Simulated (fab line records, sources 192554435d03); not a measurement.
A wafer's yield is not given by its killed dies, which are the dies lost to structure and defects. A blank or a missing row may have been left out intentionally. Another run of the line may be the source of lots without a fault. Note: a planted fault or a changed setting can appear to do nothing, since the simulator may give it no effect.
Struck lot and sound lot, side by side    flow n5-finfet    18 out of 1938 route steps
Sound: the wafers L204.2, L204.4, L204.6. The struck wafers were L216.1, L216.2, L216.5. The cause is given at the end.
Order at every step that has rows: each side's tool, ch and its chambers, its first start. Under that, the readings that differ: sound wafers    struck wafers    difference of the means    sigmas: that difference in standard deviations of wafers without a fault.
alike: readings with means less than 2 such deviations apart, plus words and numbers identical on both sides. not compared: withheld readings, readings lacking a value on some wafer, bounds such as >300 that could conceal the same value, and numbers that have no deviation in the record and whose values overlap.
The two part at a step that has a row with sigmas, a row that says differs or no value, or rows on one side only. Numbers that don't overlap but have no deviation are shown without sigmas and don't part them. A reading missing from all wafers of one side parts the sides only when that side holds two or more wafers.

first, 3 steps without rows for these wafers: N5_BEOL_M0_SAQP_STRIP_86 (strips in N2/H2); N5_BEOL_M0_SAQP_STRIP_115 (strips in post etch residue remover, time 60 s); N5_BEOL_M0_SAQP_SRD_93 (time 30 s).
N5_BEOL_M0_SAQP_RECESS_114: chemistry HF/NH3, target SiO2, target depth 14.4 nm, afs cycles 3, sublimation time 60 s.
  sound on vapor-etch-02 ch 0,1, day 6 03:08; struck on vapor-etch-01 ch 0,1, day 8 21:32
  alike: drypump-motor-current-A, foreline-p-Torr
then, 2 steps without rows for these wafers: N5_BEOL_M0_SAQP_SPACER1_ALD_98 (deposits SiO2, target thk 12.8 nm, pulse time 1 s, purge time 2 s); N5_BEOL_M0_SAQP_SPACER1_ETCHBACK_99 (etches SiO2 in CHF3/O2, target depth 15.4 nm, time 7.7 s).
N5_BEOL_M0_SAQP_MANDREL1_REMOVE_100: chemistry HBr/Cl2/O2, target a-Si, stops on SiNx, bt time 10 s.
  sound on rie-si-06 ch 1,2, day 6 04:05; struck on rie-si-02 ch 0,1,3, day 8 23:10
  alike: HBr_flow_sccm, drypump-motor-current-A, oes-product-au, throttle-valve-pct
  not compared: rf-hours-counter-h
N5_BEOL_M0_SAQP_CD_MEAS_25: the cd target is 13.1 nm.
  sound on cd-sem-01 ch 0, day 6 04:12; struck on cd-sem-01 ch 0, day 8 23:17
  alike: cd-nm
then, 1 step without rows for these wafers: N5_BEOL_M0_SAQP_ETCH_101 (etches SiNx in CH3F/O2, target depth 29.9 nm, time 42.7 s).
N5_BEOL_M0_SAQP_ETCH_102: etches SiO2 in CF4, target depth 4 nm, time 4.4 s.
  sound on rie-si-02 ch 1,2, day 6 04:21; struck on rie-si-06 ch 0,1,3, day 8 23:27
  alike: drypump-motor-current-A, oes-product-au, throttle-valve-pct
  not compared: rf-hours-counter-h
then, 2 steps without rows for these wafers: N5_BEOL_M0_SAQP_MANDREL_ETCH_103 (etches a-Si in HBr/Cl2, stops on SiCN, target depth 45 nm, bt time 10 s, time 27 s); N5_BEOL_M0_SAQP_RECESS_104 (chemistry HF/NH3, target SiO2, target depth 18 nm, afs cycles 3, sublimation time 60 s).
N5_BEOL_M0_SAQP_COAT_105: time 60 s, resist thk 100 nm.
  sound on litho-track-04 ch 0, day 6 04:51; struck on litho-track-02 ch 0, day 8 23:57
reading                                         sound                 struck                difference  sigmas
spin-speed-rpm (rpm)                            1499.4 1499.8 1501.6  1393.7 1393.1 1393.5  -106.8      -97
model.SOC_of_BEOL_M0_SAQP_COAT_105.thk-nm (nm)  100.2 100.4 100.2     103.6 104 103.8       +3.5        
N5_BEOL_M0_SAQP_ETCH_106: etches SOC in N2/H2, stops on SiNx, target depth 150 nm.
  sound on rie-diel-03 ch 0,3, day 6 04:55; struck on rie-diel-04 ch 0,3, day 9 00:04
  alike: drypump-motor-current-A, oes-product-au, rf-vpp-V, showerhead-plenum-p-Torr, throttle-valve-pct
  not compared: rf-hours-counter-h
N5_BEOL_M0_SAQP_ETCH_107: etches SiNx in CH3F/O2, target depth 30 nm.
  sound on rie-diel-03 ch 0,3, day 6 04:58; struck on rie-diel-04 ch 0,3, day 9 00:08
reading                                         sound         struck        difference  sigmas
model.SOC_of_BEOL_M0_SAQP_COAT_105.thk-nm (nm)  12 13.4 13.2  17 17.6 17.6  +5          
  alike: drypump-motor-current-A, oes-product-au, rf-vpp-V, showerhead-plenum-p-Torr, throttle-valve-pct
  not compared: rf-hours-counter-h
N5_BEOL_M0_SAQP_STRIP_108: strips in N2/H2.
  sound on rie-diel-03 ch 0,3, day 6 05:01; struck on rie-diel-04 ch 0,3, day 9 00:10
  alike: drypump-motor-current-A, oes-product-au, rf-vpp-V, showerhead-plenum-p-Torr, throttle-valve-pct
  not compared: rf-hours-counter-h
-- here the record skips 2 days between the struck wafers' starts before and after, leaving off in module BEOL_M0_SAQP and picking up in module BEOL_M4 (first step shown: number 1111 of the route) --
N5_BEOL_M4_RC_MEAS_101:
  sound on prober-01 ch 0, day 8 13:38; struck on prober-02 ch 0, day 11 06:31
  alike: DIBL_N, DIBL_P, IOFF_N, IOFF_P, ION_N, ION_P, SS_N, SS_P, VT_N, VT_P
after that, 1 step had no rows for these wafers: N5_PASSIVATION_PROBE_49.

WHERE THEY PART
At N5_BEOL_M0_SAQP_COAT_105 and nowhere else, as far as this record goes. Later steps at which nothing parts them and some readings are alike: N5_BEOL_M0_SAQP_ETCH_106, N5_BEOL_M0_SAQP_ETCH_107, N5_BEOL_M0_SAQP_STRIP_108, N5_BEOL_M4_RC_MEAS_101.

WHY: what had been put in by the simulator
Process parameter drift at N5_BEOL_M0_SAQP_COAT_105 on litho-track-02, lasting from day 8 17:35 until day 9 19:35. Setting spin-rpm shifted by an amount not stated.
